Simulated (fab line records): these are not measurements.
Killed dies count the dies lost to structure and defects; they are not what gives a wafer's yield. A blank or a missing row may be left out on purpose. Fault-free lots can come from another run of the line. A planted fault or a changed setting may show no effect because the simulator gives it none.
Matching of chambers -- flow n5Finfet -- rieDiel-05 running N5_BEOL_M6_ETCH_61: 4 sister chambers
The step etches SiARC in CF4, target depth 45.5 nm, time 75.8 s. 22 wafers are shown with their chamber, then 11 later ones without.

== WAFERS PAIRED WITH THEIR CHAMBERS ==
wafer,chamber,drypumpMotorCurrentA (A),showerheadPlenumPTorr (Torr),etchRfOnTimeS (s)
L077.2,0,5.4,2.10,79.6
L077.5,2,5.7,2.24,74.5
L077.6,3,6.1,2.11,76.3
L076.2,3,6.1,2.11,76.6
L076.3,0,5.4,2.10,79.2
L076.4,1,6.1,2.18,74.3
L079.3,1,6.1,2.18,73.6
L079.4,0,5.3,2.10,78.5
L079.6,1,6.1,2.18,73.1
L084.1,0,5.3,2.09,80.6
L084.3,2,5.7,2.23,75.1
L084.5,0,5.4,2.09,81.1
L085.1,0,5.4,2.09,80.7
L085.2,2,5.6,2.23,74.6
L085.6,2,5.7,2.23,75.7
L091.1,1,6.1,2.17,73.8
L091.2,0,5.4,2.08,80.9
L091.4,2,5.7,2.22,75.6
L092.1,1,6.1,2.17,74.3
L092.3,0,5.4,2.08,79.6
L092.4,2,5.7,2.22,75.0
L095.1,3,6.2,2.10,73.0

SIGNATURES (means of the wafers above)
reading,chamber 0,chamber 1,chamber 2,chamber 3,scatter within a chamber
drypumpMotorCurrentA,5.375,6.100,5.683,6.133,0.0408
showerheadPlenumPTorr,2.0913,2.1760,2.2283,2.1067,0.00729
etchRfOnTimeS,80.025,73.820,75.083,75.300,0.952
Rule: a wafer lies at a distance from a chamber equal to the root of the sum of squares, over the readings, of (its reading less the chamber's mean, divided by the reading's scatter). The wafer belongs to the nearest chamber; if the next one is less than 2 further off, it can't be placed. The scatter is the square root of a quotient: the sum, over the shown wafers, of each reading's squared deviation from its chamber's mean, divided by wafers minus chambers.

== WAFERS WHOSE CHAMBER IS MISSING ==
wafer,drypumpMotorCurrentA (A),showerheadPlenumPTorr (Torr),etchRfOnTimeS (s)
L095.2,5.7,2.22,74.8
L095.4,5.4,2.08,80.7
L093.1,5.7,2.22,74.5
L093.5,6.1,2.10,73.0
L093.6,5.7,2.22,73.7
L097.2,6.1,2.10,73.7
L097.4,5.4,2.08,81.4
L097.5,6.1,2.10,73.7
L096.4,6.2,2.17,75.2
L096.5,5.7,2.22,73.8
L096.6,6.1,2.17,74.9

== CHAMBER TAKEN BY EACH ==
wafer,from the rows above,in truth
L095.2,2,2
L095.4,0,0
L093.1,2,2
L093.5,3,3
L093.6,2,2
L097.2,3,3
L097.4,0,0
L097.5,3,3
L096.4,1,1
L096.5,2,2
L096.6,1,1
Correct placement for 11 of the 11. Left unplaced by these rows: 0. Wrongly placed: 0.
